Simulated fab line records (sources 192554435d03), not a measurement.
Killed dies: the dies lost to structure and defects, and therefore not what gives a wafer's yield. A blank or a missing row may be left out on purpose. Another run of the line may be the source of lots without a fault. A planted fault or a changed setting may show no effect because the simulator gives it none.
Which tool is to blame? | flow n5Finfet | 20 lots with 60 wafers sampled at 3 steps, on a route of 1938 steps

## WHAT EACH GAUGE READ, for each wafer
N5_PMOS_HMC_CHANNEL_EPI_INSPECT_30: inspects for defects (darkfield). Usual: 19 for rawDefectCount, sd 6.9.
lot  | measured    | on               | rawDefectCount | flag
L074 | day 1 21:07 | defectInspect-01 | 13 24 19       | 
L075 | day 2 02:39 | defectInspect-02 | 22 17 16       | 
L076 | day 2 09:10 | defectInspect-02 | 16 14 9        | 
L077 | day 2 13:55 | defectInspect-01 | 16 8 7         | 
L078 | day 2 20:25 | defectInspect-01 | 16 21 19       | 
L079 | day 3 03:49 | defectInspect-01 | 22 30 16       | 
L080 | day 3 08:03 | defectInspect-02 | 22 14 16       | 
L081 | day 3 14:21 | defectInspect-01 | 24 29 14       | 
L082 | day 3 20:35 | defectInspect-01 | 24 14 22       | 
L083 | day 4 02:15 | defectInspect-01 | 12 18 14       | 
L084 | day 4 08:18 | defectInspect-02 | 7 16 16        | 
L086 | day 4 20:30 | defectInspect-02 | 30 19 22       | 
L087 | day 5 03:21 | defectInspect-02 | 19 28 28       | 
L090 | day 5 21:09 | defectInspect-01 | 30 28 35       | 
L091 | day 6 02:44 | defectInspect-01 | 26 14 21       | 
L092 | day 6 08:45 | defectInspect-01 | 36 42 29       | 
L093 | day 6 14:38 | defectInspect-01 | 10 19 19       | 
L094 | day 6 21:07 | defectInspect-01 | 7 16 23        | 
L095 | day 7 02:54 | defectInspect-02 | 12 7 9         | 
L096 | day 7 08:22 | defectInspect-01 | 16 18 19       | 

## EACH LOT AND THE TOOL THAT RAN IT (in order: tool; ch and the chambers of the sampled wafers; start)
lot  | N5_ZERO_LAYER_DESCUM_16          | N5_PMOS_HMC_CHANNEL_EPI_DESCUM_14
L074 | rieDiel-02 ch 0,1,2, day 1 13:05 | rieDiel-02 ch 1,2, day 1 18:22
L075 | rieDiel-03 ch 0,3, day 1 19:03   | rieDiel-06 ch 1,3, day 1 23:50
L076 | rieDiel-03 ch 1,2, day 2 00:41   | rieDiel-06 ch 0,1, day 2 05:29
L077 | rieDiel-02 ch 0,2,3, day 2 06:42 | rieDiel-06 ch 0,2,3, day 2 11:11
L078 | rieDiel-02 ch 1,2,3, day 2 12:42 | rieDiel-03 ch 0,2, day 2 17:17
L079 | rieDiel-06 ch 0,2, day 2 18:49   | rieDiel-06 ch 0,1, day 3 00:58
L080 | rieDiel-06 ch 0,1,2, day 3 01:08 | rieDiel-02 ch 0,3, day 3 05:19
L081 | rieDiel-03 ch 0,2, day 3 06:41   | rieDiel-03 ch 0,1, day 3 11:31
L082 | rieDiel-02 ch 1,2,3, day 3 12:49 | rieDiel-06 ch 0,2, day 3 17:40
L083 | rieDiel-06 ch 0,2, day 3 18:46   | rieDiel-02 ch 0,1, day 3 23:29
L084 | rieDiel-06 ch 0,2,3, day 4 01:00 | rieDiel-03 ch 1,2,3, day 4 05:25
L086 | rieDiel-06 ch 0,1,3, day 4 12:56 | rieDiel-02 ch 0,1,2, day 4 17:46
L087 | rieDiel-06 ch 1,2,3, day 4 18:41 | rieDiel-02 ch 0,1,2, day 5 00:31
L090 | rieDiel-06 ch 0,1,2, day 5 12:49 | rieDiel-02 ch 0,2, day 5 18:19
L091 | rieDiel-03 ch 0,1,2, day 5 18:55 | rieDiel-02 ch 0,1, day 5 23:34
L092 | rieDiel-06 ch 0,1,2, day 6 01:02 | rieDiel-03 ch 1,2, day 6 05:35
L093 | rieDiel-03 ch 0,2,3, day 6 06:48 | rieDiel-06 ch 0,3, day 6 11:30
L094 | rieDiel-06 ch 0,3, day 6 12:49   | rieDiel-03 ch 1,3, day 6 18:07
L095 | rieDiel-02 ch 1,2,3, day 6 18:46 | rieDiel-03 ch 0,3, day 7 00:08
L096 | rieDiel-02 ch 1,2,3, day 7 00:52 | rieDiel-02 ch 2,3, day 7 05:25
- N5_ZERO_LAYER_DESCUM_16: chemistry O2, time 7.9 s.
- N5_PMOS_HMC_CHANNEL_EPI_DESCUM_14: chemistry O2, time 7.9 s.

## AS READ BY THE TOOLS THEMSELVES (means over the sampled wafers that have a number; for cases with no such wafer, the mark the record gives instead)
N5_ZERO_LAYER_DESCUM_16. Usual: drypumpMotorCurrentA 5.9 A, standard deviation 0.45; oesProductAu 0.78 a.u., standard deviation 0.088; rfFwdPowerW 49.37 W, standard deviation 0.19; rfVppV 243.3 V, standard deviation 1.2; showerheadPlenumPTorr 2.11 Torr, standard deviation 0.066; throttleValvePct 20.46 %, standard deviation 0.23.
lot  | tool       | drypumpMotorCurrentA (A) | oesProductAu (a.u.) | rfFwdPowerW (W) | rfVppV (V) | showerheadPlenumPTorr (Torr) | throttleValvePct (%) | flag
L074 | rieDiel-02 | 6.4                      | 0.78                | 49.44           | 243.3      | 2.13                         | 20.35                | 
L075 | rieDiel-03 | 5.9                      | 0.73                | 49.39           | 243.1      | 2.14                         | 20.48                | 
L076 | rieDiel-03 | 6.0                      | 0.76                | 49.13           | 242.8      | 2.06                         | 20.61                | 
L077 | rieDiel-02 | 5.9                      | 0.81                | 49.44           | 244.0      | 2.10                         | 20.35                | 
L078 | rieDiel-02 | 6.0                      | 0.84                | 49.35           | 242.8      | 2.09                         | 20.34                | 
L079 | rieDiel-06 | 5.6                      | 0.83                | 49.53           | 242.8      | 2.12                         | 20.64                | 
L080 | rieDiel-06 | 5.6                      | 0.80                | 49.44           | 242.7      | 2.10                         | 20.57                | 
L081 | rieDiel-03 | 6.3                      | 0.70                | 49.45           | 243.2      | 2.10                         | 20.43                | 
L082 | rieDiel-02 | 6.0                      | 0.83                | 49.25           | 243.2      | 2.08                         | 20.35                | 
L083 | rieDiel-06 | 5.9                      | 0.85                | 49.35           | 243.3      | 2.13                         | 20.66                | 
L084 | rieDiel-06 | 5.6                      | 0.89                | 49.26           | 243.7      | 2.17                         | 20.51                | 
L086 | rieDiel-06 | 5.7                      | 0.84                | 49.25           | 243.3      | 2.15                         | 20.45                | 
L087 | rieDiel-06 | 5.4                      | 0.81                | 49.28           | 243.4      | 2.13                         | 20.46                | 
L090 | rieDiel-06 | 5.6                      | 0.78                | 49.46           | 243.2      | 2.10                         | 20.61                | 
L091 | rieDiel-03 | 6.2                      | 0.71                | 49.20           | 242.8      | 2.07                         | 20.54                | 
L092 | rieDiel-06 | 5.6                      | 0.77                | 49.45           | 242.9      | 2.10                         | 20.62                | 
L093 | rieDiel-03 | 6.1                      | 0.70                | 49.49           | 244.1      | 2.13                         | 20.56                | 
L094 | rieDiel-06 | 5.6                      | 0.91                | 49.25           | 246.0      | 2.21                         | 20.38                | 
L095 | rieDiel-02 | 6.0                      | 0.80                | 49.53           | 243.6      | 2.08                         | 20.39                | 
L096 | rieDiel-02 | 6.0                      | 0.79                | 49.48           | 242.8      | 2.08                         | 20.39                | 

N5_PMOS_HMC_CHANNEL_EPI_DESCUM_14. Usual: drypumpMotorCurrentA 5.9 A, standard deviation 0.46; oesProductAu 0.78 a.u., standard deviation 0.088; rfFwdPowerW 49.39 W, standard deviation 0.2; rfVppV 243.3 V, standard deviation 1.2; showerheadPlenumPTorr 2.11 Torr, standard deviation 0.062; throttleValvePct 20.45 %, standard deviation 0.24.
lot  | tool       | drypumpMotorCurrentA (A) | oesProductAu (a.u.) | rfFwdPowerW (W) | rfVppV (V) | showerheadPlenumPTorr (Torr) | throttleValvePct (%) | flag
L074 | rieDiel-02 | 6.5                      | 0.82                | 49.43           | 243.1      | 2.12                         | 20.34                | 
L075 | rieDiel-06 | 5.5                      | 0.71                | 49.35           | 242.9      | 2.03                         | 20.46                | 
L076 | rieDiel-06 | 5.7                      | 0.77                | 49.48           | 243.3      | 2.09                         | 20.51                | 
L077 | rieDiel-06 | 5.6                      | 0.81                | 49.48           | 242.1      | 2.08                         | 20.58                | 
L078 | rieDiel-03 | 6.5                      | 0.70                | 49.26           | 243.2      | 2.14                         | 20.55                | 
L079 | rieDiel-06 | 5.7                      | 0.77                | 49.58           | 243.4      | 2.09                         | 20.51                | 
L080 | rieDiel-02 | 5.9                      | 0.80                | 49.55           | 243.6      | 2.14                         | 20.14                | 
L081 | rieDiel-03 | 5.8                      | 0.76                | 49.38           | 241.3      | 2.02                         | 20.49                | 
L082 | rieDiel-06 | 5.8                      | 0.86                | 49.35           | 243.7      | 2.13                         | 20.66                | 
L083 | rieDiel-02 | 6.3                      | 0.77                | 49.41           | 243.7      | 2.16                         | 20.17                | 
L084 | rieDiel-03 | 6.0                      | 0.72                | 49.41           | 243.4      | 2.11                         | 20.64                | 
L086 | rieDiel-02 | 6.3                      | 0.75                | 49.43           | 242.8      | 2.12                         | 20.37                | 
L087 | rieDiel-02 | 6.3                      | 0.75                | 49.58           | 244.0      | 2.12                         | 20.39                | 
L090 | rieDiel-02 | 6.2                      | 0.71                | 49.41           | 244.9      | 2.13                         | 20.40                | 
L091 | rieDiel-02 | 6.4                      | 0.75                | 49.41           | 244.4      | 2.16                         | 20.18                | 
L092 | rieDiel-03 | 6.0                      | 0.74                | 49.32           | 242.7      | 2.05                         | 20.65                | 
L093 | rieDiel-06 | 5.8                      | 0.88                | 49.28           | 243.4      | 2.17                         | 20.53                | 
L094 | rieDiel-03 | 5.7                      | 0.73                | 49.34           | 244.0      | 2.11                         | 20.62                | 
L095 | rieDiel-03 | 5.9                      | 0.69                | 49.63           | 243.5      | 2.13                         | 20.55                | 
L096 | rieDiel-02 | 5.8                      | 0.76                | 49.38           | 242.3      | 2.05                         | 20.60                | 

## THE ANSWER, worked out from the rows above alone
Rule: take the mean of a lot's wafers that have a number; if it is more than 3 standard deviations from the usual mean, the lot is off. A lot without any number at a reading at which 4 lots or more have one is off too. Where the step has rows for the other lots, those lots are counted as sound. First the gauges in route order, then the tools' own readings, where a lot's mean is used as printed above. At the first step where some lot is off, the reading lying furthest off is the one used; lots without a number count as furthest.
Across all readings shown, no lot is off: no conclusion can be drawn from this.

## WHAT HAD BEEN PUT IN BY THE SIMULATOR
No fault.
